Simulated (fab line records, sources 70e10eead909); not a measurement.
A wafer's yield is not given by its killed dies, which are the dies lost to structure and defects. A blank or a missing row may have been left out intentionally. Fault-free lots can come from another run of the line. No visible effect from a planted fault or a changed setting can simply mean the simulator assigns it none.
Comparing a struck lot with a sound one + flow nandHarc + 15 out of 1302 route steps
Sound: the wafers L241.1, L241.5, L241.6. Wafers struck: L244.1, L244.2, L244.5. The cause comes at the end.
Per side, at each step with rows, come the tool, then ch with its chambers, and then its first start. Under that, the readings that differ: sound wafers + struck wafers + difference of the means + sigmas: that difference in standard deviations of wafers without a fault.
alike: same words and numbers on both sides, and readings whose means sit less than 2 such deviations apart. not compared: any withheld reading, any reading some wafer has no value for, any bound like >300 that may hide the same value, and any number with overlapping values for which the record gives no deviation.
Wherever a step has rows on one side only, a row that says differs or no value, or a row with sigmas, the two part there. Numbers that don't overlap but have no deviation are shown without sigmas and don't part them. A reading that every wafer of one side lacks parts them only if that side has two wafers or more.

first, 4 steps without rows for these wafers: NHARC_THIN_TSV_EBR_29; NHARC_THIN_TSV_EXPOSE_30 (exposes mask PAD); NHARC_THIN_TSV_PEB_31 (peb time 85 s); NHARC_THIN_TSV_DEVELOP_32 (time 70 s).
NHARC_THIN_TSV_CD_MEAS_33 targets a cd of 5000 nm.
  sound on cdSem-01 ch 0, day 29 05:56; struck on cdSem-02 ch 0, day 31 00:08
  alike: cdNm
then, 1 step without rows for these wafers: NHARC_THIN_TSV_HARDBAKE_34 (time 80 s).
NHARC_THIN_TSV_DESCUM_35: chemistry O2, time 3 s.
  sound on rieDiel-07 ch 0,1,3, day 29 06:07; struck on rieDiel-11 ch 1,2,3, day 31 00:18
  alike: drypumpMotorCurrentA, oesProductAu, rfVppV, showerheadPlenumPTorr, throttleValvePct
  not compared: rfHoursCounterH
NHARC_THIN_TSV_ETCH_59: etches the open film in Cl2/BCl3, target depth 880 nm, time 138.1 s.
  sound on rieMetal-01 ch 0,1, day 29 06:13; struck on rieMetal-03 ch 0,1, day 31 00:26
  alike: drypumpMotorCurrentA, oesProductAu, throttleValvePct
  not compared: rfHoursCounterH
NHARC_THIN_TSV_ETCH_36: etches the open film in Cl2/BCl3, target depth 65 nm, time 18.571 s.
  sound on rieMetal-01 ch 0,1, day 29 06:29; struck on rieMetal-03 ch 0,1, day 31 00:41
  alike: drypumpMotorCurrentA, oesProductAu
  not compared: rfHoursCounterH
NHARC_THIN_TSV_STRIP_56: strips in O2.
  sound on plasmaAsher-02 ch 0,1, day 29 06:37; struck on plasmaAsher-02 ch 0,1, day 31 00:47
  alike: drypumpMotorCurrentA, heaterPowerW
  not compared: rfHoursCounterH
then, 1 step without rows for these wafers: NHARC_THIN_TSV_STRIP_57 (strips in post etch residue remover, time 1200 s).
NHARC_THIN_TSV_CD_MEAS_37:
  sound: cdSem-03 at day 29 07:22; struck: cdSem-03 at day 31 01:34
  alike: cdNm
NHARC_THIN_TSV_ANNEAL_58: time 1800 s.
  sound on furnace-08 ch 0, day 29 11:16; struck on furnace-08 ch 0, day 31 02:35
| reading            | sound             | struck            | difference | sigmas |
|--------------------|-------------------|-------------------|------------|--------|
| spikeTcBottomC (C) | 421.0 422.7 422.3 | 448.0 449.0 448.3 | +26.4      | +16    |
| spikeTcCentreC (C) | 399.4 398.8 398.8 | 425.4 426.2 425.2 | +26.6      | +17    |
| spikeTcLowerC (C)  | 400.0 400.7 400.0 | 426.9 426.3 427.8 | +26.8      | +27    |
| spikeTcTopC (C)    | 427.7 428.5 427.3 | 452.3 452.8 452.9 | +24.8      | +17    |
| spikeTcUpperC (C)  | 398.2 399.8 400.1 | 427.3 425.2 426.7 | +27.0      | +27    |
NHARC_THIN_TSV_INSPECT_40:
  sound: defectInspect-01 at day 29 12:43; struck: defectInspect-02 at day 31 04:01
| reading        | sound       | struck      | difference | sigmas |
|----------------|-------------|-------------|------------|--------|
| rawDefectCount | 508 520 474 | 799 563 677 | +179       | +2     |
NHARC_END_SORT_01:
  the record has rows for the sound wafers here (prober-01 ch 0, day 29 15:47) and none for the struck ones

## WHERE THEY PART
At NHARC_THIN_TSV_ANNEAL_58 first; at NHARC_END_SORT_01 last (within this record only).

WHY: whatever the simulator had introduced
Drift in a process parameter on furnace-08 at NHARC_THIN_TSV_ANNEAL_58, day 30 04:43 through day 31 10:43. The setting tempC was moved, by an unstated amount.
